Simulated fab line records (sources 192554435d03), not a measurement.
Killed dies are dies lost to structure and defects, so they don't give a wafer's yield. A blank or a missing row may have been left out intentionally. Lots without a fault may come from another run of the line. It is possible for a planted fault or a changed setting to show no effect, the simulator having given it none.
Chamber matching :: flow n5 finfet :: N5_BEOL_M8_ILD_DEP_00 on pecvd-04 has 3 sister chambers
The step deposits SiCOH lowk from DEMS/porogen, target thk 179.75 nm, time 33.4 s. 3 wafers are shown with their chamber, then 9 later ones without.

## WAFERS WITH THEIR CHAMBER
wafer: L085.4
chamber: 2
heater power w (W): 292

wafer: L086.4
chamber: 0
heater power w (W): 264

wafer: L086.6
chamber: 1
heater power w (W): 336

## WAFERS WITHOUT THEIR CHAMBER
wafer: L089.2
heater power w (W): 250

wafer: L089.3
heater power w (W): 278

wafer: L089.5
heater power w (W): 214

wafer: L091.3
heater power w (W): 243

wafer: L091.4
heater power w (W): 269

wafer: L091.6
heater power w (W): 247

wafer: L097.1
heater power w (W): 308

wafer: L097.3
heater power w (W): 244

wafer: L097.5
heater power w (W): 262

## WHICH CHAMBER EACH ONE RAN IN
wafer: L089.2
from the rows above: can't be placed: 0 or 2
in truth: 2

wafer: L089.3
from the rows above: can't be placed: 0 or 2
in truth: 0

wafer: L089.5
from the rows above: can't be placed: 0 or 2
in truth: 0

wafer: L091.3
from the rows above: can't be placed: 0 or 2
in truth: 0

wafer: L091.4
from the rows above: can't be placed: 0 or 2
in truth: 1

wafer: L091.6
from the rows above: can't be placed: 0 or 2
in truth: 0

wafer: L097.1
from the rows above: can't be placed: 2 or 1 or 0
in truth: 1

wafer: L097.3
from the rows above: can't be placed: 0 or 2
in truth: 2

wafer: L097.5
from the rows above: can't be placed: 0 or 2
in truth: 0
Placed correctly: 0 of 9. Cannot be placed on the basis of these rows: 9; the candidates contain the true chamber in 8. Placed wrongly: 0.
How it was worked out, from the rows above alone: a wafer's distance from a chamber is the root of the sum, over the readings, of the square of ((its reading less the chamber's mean) divided by the reading's scatter). The wafer belongs to the nearest chamber; if the next one is less than 2 further off, it can't be placed. For every chamber, the mean is computed from those of its wafers that are shown. The scatter (one wafer shown for each chamber): square how far every hidden wafer sits from the nearest shown wafer, average those squares and take the square root.
